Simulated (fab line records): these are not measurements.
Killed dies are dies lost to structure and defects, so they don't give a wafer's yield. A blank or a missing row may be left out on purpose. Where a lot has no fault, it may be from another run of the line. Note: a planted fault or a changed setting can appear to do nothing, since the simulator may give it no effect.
2 desks looking at one fault | flow n5-finfet | each desk holds nothing but its own numbers, with what lay behind them at the end

## THE METROLOGY DESK
What the gauges read for every lot (on any tool): the sampled wafers with a number, averaged. A lot is out of limits, marked OUT, if its mean lies more than 4 standard deviations from the usual mean; the brackets give that distance.
Columns: A = M15_ILD_THK at N5_BEOL_M15_THK_MEAS_01, usual 1626 nm; B = cd-nm at N5_BEOL_M15_CD_MEAS_17, usual 361.9 nm
lot  | first seen here | A              | B
L214 | day 11 21:30    | 1648           | 364.1
L215 | day 12 06:52    | 1636           | 361.4
L217 | day 12 13:35    | 1627           | 363.1
L216 | day 13 00:03    | 1612           | 364.8
L220 | day 13 08:57    | 1606           | 363.1
L221 | day 13 10:02    | 1653           | 362.5
L225 | day 15 06:25    | 1632           | 360.9
L229 | day 16 17:14    | 2058 (+18) OUT | 367.2
L234 | day 17 15:10    | 2475 (+35) OUT | 370.5
L237 | day 18 06:34    | 1629           | 360.8
This desk reports L229, L234 out of limits; the earliest was L229 at day 16 17:14 (M15_ILD_THK at N5_BEOL_M15_THK_MEAS_01). L214, L215, L217, L216, L220, L221, L225, L237: within limits.

## THE TOOL OWNER'S DESK: pecvd-01
The tool's own readings at N5_BEOL_M15_ILD_DEP_00 (deposits SiO2 from TEOS/O2, target thk 1629.3 nm, time 346.1 s): means of the sampled wafers that have a number, for each lot that ran on this tool. A lot is out of limits, marked OUT, if its mean lies more than 4 standard deviations from the usual mean; the brackets give that distance.
Columns: A = heater-power-w at N5_BEOL_M15_ILD_DEP_00, usual 586 W; B = run-length-s at N5_BEOL_M15_ILD_DEP_00, usual 389.2 s; C = showerhead-plenum-p-Torr at N5_BEOL_M15_ILD_DEP_00, usual 8.376 Torr; D = throttle-valve-pct at N5_BEOL_M15_ILD_DEP_00, usual 18.4 %
lot  | first seen here | A   | B                       | C     | D
L215 | day 12 06:37    | 582 | 389.1                   | 8.391 | 17.8
L217 | day 12 13:20    | 597 | 389.2                   | 8.375 | 17.9
L220 | day 13 08:42    | 562 | 388.8                   | 8.380 | 18.0
L229 | day 16 16:59    | 522 | 477.3 (+99 or more) OUT | 8.366 | 18.3
L234 | day 17 14:55    | 587 | 566.4 (+99 or more) OUT | 8.393 | 17.8
Finding of this desk: L229, L234 out of limits; the first was L229 at day 16 16:59, on run-length-s at N5_BEOL_M15_ILD_DEP_00. L215, L217, L220: within limits.

## TAKEN TOGETHER
An alarm could have come from the tool owner's desk at day 16 16:59, on L229, L234.
The metrology desk could have raised an alarm at day 16 17:14, on L229, L234.
The lots listed all ran N5_BEOL_M15_ILD_DEP_00 on pecvd-01.

## WHAT WAS PUT IN BY THE SIMULATOR
pecvd-01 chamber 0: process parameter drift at N5_BEOL_M15_ILD_DEP_00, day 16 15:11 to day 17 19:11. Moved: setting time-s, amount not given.
Shown lots that were struck: L229, L234.
Fault start to first reading out of limits, in hours, per desk: tool owner, 2; metrology, 2.
